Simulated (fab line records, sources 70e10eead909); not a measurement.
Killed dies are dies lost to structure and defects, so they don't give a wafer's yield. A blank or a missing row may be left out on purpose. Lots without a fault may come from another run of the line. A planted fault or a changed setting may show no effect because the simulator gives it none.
Which tool did it? | flow nand_harc | 12 lots, 36 wafers sampled, at 6 steps of a route of 1302

WHAT THE GAUGES READ, wafer by wafer
NHARC_A_M1_CD_MEAS_09: target cd 120 nm.
lot  | measured     | on        | cd_nm (nm)
L200 | day 24 01:52 | cd_sem-03 | 120.3 119.9 120.1
L204 | day 24 10:58 | cd_sem-03 | 120.5 121.6 120.4
L206 | day 24 18:24 | cd_sem-03 | 120.3 120.5 120.6
L207 | day 25 11:01 | cd_sem-02 | 121.7 120.7 121.4
L208 | day 25 20:27 | cd_sem-02 | 119.6 119.6 119.4
L209 | day 26 10:34 | cd_sem-03 | 120.2 120.3 120.1
L210 | day 26 23:38 | cd_sem-03 | 128.3 127.6 128.8
L212 | day 27 00:29 | cd_sem-03 | 119.7 119.8 120.6
L211 | day 27 06:31 | cd_sem-02 | 126.3 126.4 127.0
L213 | day 27 21:05 | cd_sem-01 | 125.9 125.6 125.6
L217 | day 29 11:11 | cd_sem-03 | 125.7 125.5 126.0
L223 | day 32 09:41 | cd_sem-01 | 119.2 119.4 118.1

NHARC_END_SORT_01.
lot  | measured     | on        | defect_limited_yield (%) | killed_at_array | killed_at_other | killed_at_periphery | killed_dies | killed_open | killed_short
L200 | day 25 15:17 | prober-02 | 91.4 89.5 90.0           | 56 67 65        | 1 2 0           | 1 2 3               | 58 71 68    | 1 4 0       | 3 1 1
L204 | day 26 00:04 | prober-01 | 95.1 95.3 95.3           | 28 24 26        | 3 3 3           | 2 5 3               | 33 32 32    | 1 3 3       | 6 4 4
L206 | day 26 05:01 | prober-02 | 95.3 95.4 95.7           | 29 28 21        | 2 1 1           | 1 2 7               | 32 31 29    | 1 4 9       | 4 4 2
L207 | day 26 21:34 | prober-02 | 91.1 91.6 89.8           | 59 57 67        | 0 0 0           | 1 0 2               | 60 57 69    | 3 0 4       | 1 2 1
L208 | day 27 08:33 | prober-01 | 87.6 87.9 87.4           | 82 76 84        | 0 0 0           | 2 6 1               | 84 82 85    | 6 5 1       | 4 5 3
L209 | day 27 23:50 | prober-02 | 90.8 92.9 91.0           | 58 45 59        | 0 0 0           | 4 3 2               | 62 48 61    | 4 2 3       | 2 0 1
L210 | day 28 10:50 | prober-01 | 89.5 89.4 89.2           | 63 59 65        | 2 3 1           | 6 10 7              | 71 72 73    | 2 5 6       | 4 1 1
L212 | day 28 11:41 | prober-02 | 93.2 93.5 92.3           | 35 36 41        | 0 0 1           | 11 8 10             | 46 44 52    | 5 1 7       | 2 4 4
L211 | day 28 21:06 | prober-01 | 89.1 87.7 89.4           | 67 74 66        | 0 0 2           | 7 9 4               | 74 83 72    | 1 3 0       | 2 2 2
L213 | day 29 17:09 | prober-02 | 93.8 95.6 93.4           | 27 20 31        | 2 1 1           | 13 9 13             | 42 30 45    | 1 2 4       | 2 0 2
L217 | day 30 23:25 | prober-01 | 87.7 84.6 85.4           | 81 99 99        | 0 2 0           | 2 3 0               | 83 104 99   | 4 2 2       | 5 6 3
L223 | day 33 19:42 | prober-02 | 92.8 93.4 93.2           | 46 41 44        | 0 2 2           | 3 2 0               | 49 45 46    | 2 3 2       | 1 0 5

WHICH TOOL RAN EACH LOT (tool, then ch and the chambers of the sampled wafers, then the start)
lot  | NHARC_A_M0_DEGAS_28          | NHARC_A_M0_DEP_32               | NHARC_A_M1_EXPOSE_06               | NHARC_A_M1_DESCUM_14
L200 | pvd_sputter-01, day 23 23:01 | pecvd-04 ch 1,2, day 24 00:44   | arfi_scanner-03 ch 0, day 24 01:43 | rie_diel-04 ch 0,2,3, day 24 02:04
L204 | pvd_sputter-02, day 24 07:59 | pecvd-03 ch 1,2, day 24 09:48   | arfi_scanner-01 ch 0, day 24 10:49 | rie_diel-04 ch 1,3, day 24 11:10
L206 | pvd_sputter-02, day 24 15:35 | pecvd-03 ch 1,2, day 24 17:19   | arfi_scanner-02 ch 0, day 24 18:16 | rie_diel-10 ch 2,3, day 24 18:35
L207 | pvd_sputter-03, day 25 08:12 | pecvd-03 ch 0,1, day 25 09:56   | arfi_scanner-02 ch 0, day 25 10:52 | rie_diel-01 ch 1,3, day 25 11:12
L208 | pvd_sputter-01, day 25 17:35 | pecvd-04 ch 0,1, day 25 19:22   | arfi_scanner-02 ch 0, day 25 20:19 | rie_diel-01 ch 1,2,3, day 25 20:40
L209 | pvd_sputter-01, day 26 07:35 | pecvd-04 ch 0,1,2, day 26 09:17 | arfi_scanner-01 ch 0, day 26 10:26 | rie_diel-01 ch 1,2,3, day 26 10:46
L210 | pvd_sputter-02, day 26 20:41 | pecvd-04 ch 0,1,2, day 26 22:23 | arfi_scanner-02 ch 0, day 26 23:30 | rie_diel-10 ch 0,1,2, day 26 23:50
L212 | pvd_sputter-02, day 26 21:32 | pecvd-02 ch 0,1, day 26 23:17   | arfi_scanner-01 ch 0, day 27 00:21 | rie_diel-10 ch 0,1,3, day 27 00:42
L211 | pvd_sputter-01, day 27 03:36 | pecvd-03 ch 0,1,2, day 27 05:16 | arfi_scanner-02 ch 0, day 27 06:23 | rie_diel-01 ch 0,1,2, day 27 06:43
L213 | pvd_sputter-03, day 27 18:14 | pecvd-02 ch 1,2, day 27 20:00   | arfi_scanner-02 ch 0, day 27 20:56 | rie_diel-01 ch 1,3, day 27 21:16
L217 | pvd_sputter-02, day 29 08:13 | pecvd-04 ch 1,2, day 29 09:55   | arfi_scanner-02 ch 0, day 29 11:02 | rie_diel-04 ch 1,2,3, day 29 11:22
L223 | pvd_sputter-01, day 32 06:19 | pecvd-03 ch 0,1, day 32 08:22   | arfi_scanner-01 ch 0, day 32 09:33 | rie_diel-10 ch 0,1,2, day 32 09:53
- NHARC_A_M0_DEGAS_28: time 60 s.
- NHARC_A_M0_DEP_32: deposits SiCN, target thk 30 nm.
- NHARC_A_M1_EXPOSE_06: exposes mask A M1, target cd 120 nm.
- NHARC_A_M1_DESCUM_14: chemistry O2, time 3 s.

WHAT THE TOOLS THEMSELVES READ (means of the sampled wafers that have a number; where no wafer has one, the mark that the record gives instead)
NHARC_A_M0_DEGAS_28.
lot  | tool           | heater_power_w (W) | susceptor_temp_C (C)
L200 | pvd_sputter-01 | 357                | 250.01
L204 | pvd_sputter-02 | 318                | 250.08
L206 | pvd_sputter-02 | 312                | -
L207 | pvd_sputter-03 | 355                | 249.95
L208 | pvd_sputter-01 | 343                | 250.19
L209 | pvd_sputter-01 | 349                | 250.01
L210 | pvd_sputter-02 | 315                | 249.87
L212 | pvd_sputter-02 | 321                | 250.11
L211 | pvd_sputter-01 | 348                | 250.19
L213 | pvd_sputter-03 | 320                | 250.13
L217 | pvd_sputter-02 | 328                | 250.02
L223 | pvd_sputter-01 | 344                | 250.01

NHARC_A_M0_DEP_32.
lot  | tool     | heater_power_w (W) | susceptor_temp_C (C)
L200 | pecvd-04 | 630                | 370.03
L204 | pecvd-03 | 624                | 370.00
L206 | pecvd-03 | 619                | 370.15
L207 | pecvd-03 | 614                | 369.83
L208 | pecvd-04 | 511                | 369.96
L209 | pecvd-04 | 578                | 369.96
L210 | pecvd-04 | 575                | 369.85
L212 | pecvd-02 | 518                | 370.08
L211 | pecvd-03 | 615                | 369.81
L213 | pecvd-02 | 494                | 369.92
L217 | pecvd-04 | 587                | 370.28
L223 | pecvd-03 | 668                | 369.96

NHARC_A_M1_EXPOSE_06.
lot  | tool            | exposure_dose_mJ_cm2
L200 | arfi_scanner-03 | 75.23
L204 | arfi_scanner-01 | 75.01
L206 | arfi_scanner-02 | 75.13
L207 | arfi_scanner-02 | 75.18
L208 | arfi_scanner-02 | 75.11
L209 | arfi_scanner-01 | 75.04
L210 | arfi_scanner-02 | 86.18
L212 | arfi_scanner-01 | 75.02
L211 | arfi_scanner-02 | 83.96
L213 | arfi_scanner-02 | 82.14
L217 | arfi_scanner-02 | 80.82
L223 | arfi_scanner-01 | 75.13

NHARC_A_M1_DESCUM_14.
lot  | tool        | drypump_motor_current_A (A) | oes_product_au (a.u.) | rf_vpp_V (V) | showerhead_plenum_p_Torr (Torr) | throttle_valve_pct (%)
L200 | rie_diel-04 | 5.7                         | 0.989                 | 57.9         | 1.89                            | 11.313
L204 | rie_diel-04 | 5.0                         | 0.981                 | 57.8         | 1.95                            | 11.307
L206 | rie_diel-10 | 5.6                         | 1.001                 | 57.8         | 2.01                            | 11.303
L207 | rie_diel-01 | 5.4                         | 0.989                 | 57.3         | 1.87                            | 11.311
L208 | rie_diel-01 | 5.5                         | 0.987                 | 57.4         | 1.86                            | 11.318
L209 | rie_diel-01 | 5.5                         | 0.990                 | 57.5         | 1.86                            | 11.309
L210 | rie_diel-10 | 5.7                         | 1.006                 | 58.1         | 1.99                            | 11.320
L212 | rie_diel-10 | 5.4                         | 0.995                 | 58.2         | 2.03                            | 11.309
L211 | rie_diel-01 | 5.7                         | 0.989                 | 58.5         | 1.95                            | 11.314
L213 | rie_diel-01 | 5.3                         | 0.987                 | 57.1         | 1.82                            | 11.317
L217 | rie_diel-04 | 5.4                         | 0.989                 | 57.4         | 1.97                            | 11.312
L223 | rie_diel-10 | 5.7                         | 1.010                 | 58.6         | 1.99                            | 11.312

THE ANSWER, worked out from the rows above alone
Rule: what is usual is taken from the lots themselves. Put in order of their means at a reading, lots are off if they are a third of the lots or fewer, leave a main group of 4 or more, and stand apart from it by a gap of 3 or more times the standard deviation of the main group's means; of several such gaps the widest counts. A main group whose means are all the same, to the digits that the tables above print for the reading, isn't used. A lot without any number at a reading at which 4 lots or more have one is off too. The other lots that the step has rows for count as sound. The gauges are gone through in route order, then the tools' own readings, and for those a lot's mean is taken as printed above. The first step at which some lot is off is used, and at that step the reading that is off furthest; a lot without a number counts as furthest.
Off: L210, L211, L213, L217, at NHARC_A_M1_CD_MEAS_09 (cd_nm). The main group: mean 120.2 nm, standard deviation 0.69.
A tool fits if, at a process step before that reading, it ran every lot that is off, and no sound lot after the first of them. The gauges at NHARC_A_M1_CD_MEAS_09 aren't tried: what is off there is off at NHARC_A_M1_EXPOSE_06 too, on other tools, and a gauge's error can't cause that. One fits: arfi_scanner-02 at NHARC_A_M1_EXPOSE_06. Its last sound lot is L208 (day 25 20:19), its first lot that is off L210 (day 26 23:30): a fault that began between those two fits.
The tool's own readings at NHARC_A_M1_EXPOSE_06 bear it out: on the lots that are off they differ by more than 5 times the standard deviation of the sound lots' means. exposure_dose_mJ_cm2 reads 83.28 there against 75.11 on the sound lots.

WHAT THE SIMULATOR HAD PUT IN
Process parameter drift: arfi_scanner-02, from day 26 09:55 on, at NHARC_A_M1_EXPOSE_06. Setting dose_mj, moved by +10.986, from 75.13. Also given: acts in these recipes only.
Lots struck among those shown: L210, L211, L213, L217. The rule above found the same.
